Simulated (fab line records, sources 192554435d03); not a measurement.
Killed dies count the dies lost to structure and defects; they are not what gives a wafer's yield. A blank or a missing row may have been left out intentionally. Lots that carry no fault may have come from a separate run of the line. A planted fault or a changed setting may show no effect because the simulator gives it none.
Chamber matching ; flow n5Finfet ; N5_BEOL_M4_ETCH_69 on rieDiel-04: 4 sister chambers
The step etches SiARC in CF4, target depth 15.6 nm, time 26 s. 4 wafers are shown with their chamber, then 10 later ones without.

== EACH WAFER AND ITS CHAMBER ==
wafer;chamber;throttleValvePct (%)
L094.1;1;15.35
L094.2;0;15.63
L094.3;3;15.10
L094.5;2;15.63

== WAFERS WITH NO CHAMBER GIVEN ==
wafer;throttleValvePct (%)
L094.6;15.09
L097.1;15.11
L097.2;15.63
L097.3;15.35
L097.4;15.64
L097.5;15.66
L097.6;15.12
L096.4;15.65
L096.5;15.33
L096.6;15.65

== EACH ONE'S CHAMBER ==
wafer;from the rows above;in truth
L094.6;3;3
L097.1;3;3
L097.2;can't be placed: 0 or 2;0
L097.3;1;1
L097.4;can't be placed: 0 or 2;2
L097.5;can't be placed: 0 or 2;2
L097.6;3;3
L096.4;can't be placed: 0 or 2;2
L096.5;1;1
L096.6;can't be placed: 0 or 2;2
Placed correctly: 5 of 10. From these rows, 5 cannot be placed; in 5 the true chamber is one of the candidates. 0 placed wrongly.
How it was worked out, from the rows above alone: a wafer's distance from a chamber is the root of the sum, over the readings, of the square of ((its reading less the chamber's mean) divided by the reading's scatter). The wafer belongs to the nearest chamber; if the next one is less than 2 further off, it can't be placed. A chamber's mean is the mean of its shown wafers. The scatter: root of mean squared gap, hidden wafer to nearest shown wafer, with one shown wafer a chamber.
